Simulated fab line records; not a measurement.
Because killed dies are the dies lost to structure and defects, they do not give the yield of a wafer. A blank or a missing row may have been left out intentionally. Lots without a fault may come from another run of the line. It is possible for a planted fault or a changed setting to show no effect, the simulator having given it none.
Split-lot study + flow n5-finfet + on a route of 1938 steps: 7 lots, 21 wafers read

## SPLIT DETAILS
At N5_BEOL_M3_TRENCH_ETCH_37 (etches SiOC in C4F6/O2, target depth 55.555 nm, time 29.2 s), the setting time-s was moved away from the recipe's 29.2 s on 8 of the 21 wafers read, by +7.3% to +20.0%. All remaining wafers had this setting at the recipe value.

## FROM THE SPLIT TO THE READING: what the file shows between them, 2 steps
- N5_BEOL_M3_ETCH_41: etches SiCN in CH3F/O2, target depth 29.9 nm, time 52.5 s
- N5_BEOL_M3_STRIP_97: strips in N2/H2, time 10 s

## THE READING
trench-depth-nm, in nm, at N5_BEOL_M3_OCD_MEAS_38. On this fab line, fault-free wafers typically give 55.2 nm with a standard deviation of 0.74 nm.

| wafer  | tool, chamber at the split | time-s as run, s | against the recipe | trench-depth-nm, nm | against lot-mates on the recipe |
|--------|----------------------------|------------------|--------------------|---------------------|---------------------------------|
| L074.3 | rie-diel-03, 3             | 31.48            | +7.8%              | 58.7                | +2.9                            |
| L074.4 | rie-diel-03, 1             | 29.2             | recipe             | 55.8                | -                               |
| L074.6 | rie-diel-03, 1             | 31.48            | +7.8%              | 59.8                | +4.0                            |
| L077.1 | rie-diel-03, 2             | 29.2             | recipe             | 56.2                | -                               |
| L077.2 | rie-diel-03, 3             | 29.2             | recipe             | 54.9                | -                               |
| L077.5 | rie-diel-03, 2             | 29.2             | recipe             | 56.0                | -                               |
| L078.3 | rie-diel-03, 0             | 35.04            | +20.0%             | 65.5                | +10.0                           |
| L078.5 | rie-diel-03, 1             | 29.2             | recipe             | 56.4                | -                               |
| L078.6 | rie-diel-03, 0             | 29.2             | recipe             | 54.7                | -                               |
| L081.1 | rie-diel-03, 2             | 29.2             | recipe             | 55.0                | -                               |
| L081.2 | rie-diel-03, 3             | 29.2             | recipe             | 54.6                | -                               |
| L081.4 | rie-diel-03, 3             | 29.2             | recipe             | 54.8                | -                               |
| L082.4 | rie-diel-03, 0             | 31.34            | +7.3%              | 58.6                | no lot-mate on the recipe       |
| L082.5 | rie-diel-03, 0             | 31.34            | +7.3%              | 57.7                | no lot-mate on the recipe       |
| L082.6 | rie-diel-03, 3             | 31.34            | +7.3%              | 58.2                | no lot-mate on the recipe       |
| L084.2 | rie-diel-05, 0             | 29.2             | recipe             | 55.4                | -                               |
| L084.5 | rie-diel-05, 3             | 29.2             | recipe             | 55.4                | -                               |
| L084.6 | rie-diel-05, 0             | 29.2             | recipe             | 55.5                | -                               |
| L095.1 | rie-diel-05, 1             | 31.77            | +8.8%              | 59.7                | +3.6                            |
| L095.2 | rie-diel-05, 2             | 29.2             | recipe             | 56.1                | -                               |
| L095.3 | rie-diel-05, 3             | 31.77            | +8.8%              | 59.1                | +3.0                            |

FIT RESULTS
A straight line over all 21 wafers: trench-depth-nm changes by +0.473 nm for each +1% of time-s; r = +0.97; the points scatter about the line by 0.64 nm.
The same after taking each lot's own level away (the mean of its wafers on the recipe; 18 wafers): +0.465 nm for each +1%; r = +0.98; scatter 0.56 nm.
That fit puts the effect of the largest move of time-s on the reading at 9.3 nm.
The lots' own levels span 54.80 to 56.10 nm, that is 1.8 times the standard deviation above.
So the lot-to-lot level changes the slope little: the two slopes agree.
Check: with one of the wafers moved furthest among these (+20.0%) left out of the fit, the line predicts +8.08 nm for it against its lot-mates. Against them it came out at +9.95 nm.

## THE WHOLE CHAIN: every reading that the file lists as answering this split, in the file's order
| step                      | what it does                                                | reading                                                                   | change (the file's fit)               | r (the file's) |
|---------------------------|-------------------------------------------------------------|---------------------------------------------------------------------------|---------------------------------------|----------------|
| N5_BEOL_M3_TRENCH_ETCH_37 | etches SiOC in C4F6/O2, target depth 55.555 nm, time 29.2 s | etch.depth-nm (the simulator's own value, which no gauge read)            | +0.478 nm for each +1% of the setting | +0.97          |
| N5_BEOL_M3_TRENCH_ETCH_37 | etches SiOC in C4F6/O2, target depth 55.555 nm, time 29.2 s | BEOL_M3.feature-depth-nm (the simulator's own value, which no gauge read) | +0.476 nm for each +1% of the setting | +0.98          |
| N5_BEOL_M3_OCD_MEAS_38    |                                                             | trench-depth-nm                                                           | +0.473 nm for each +1% of the setting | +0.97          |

## FILE'S OWN FIT
trench-depth-nm changes by +0.473 nm for each +1% of time-s, r = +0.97.
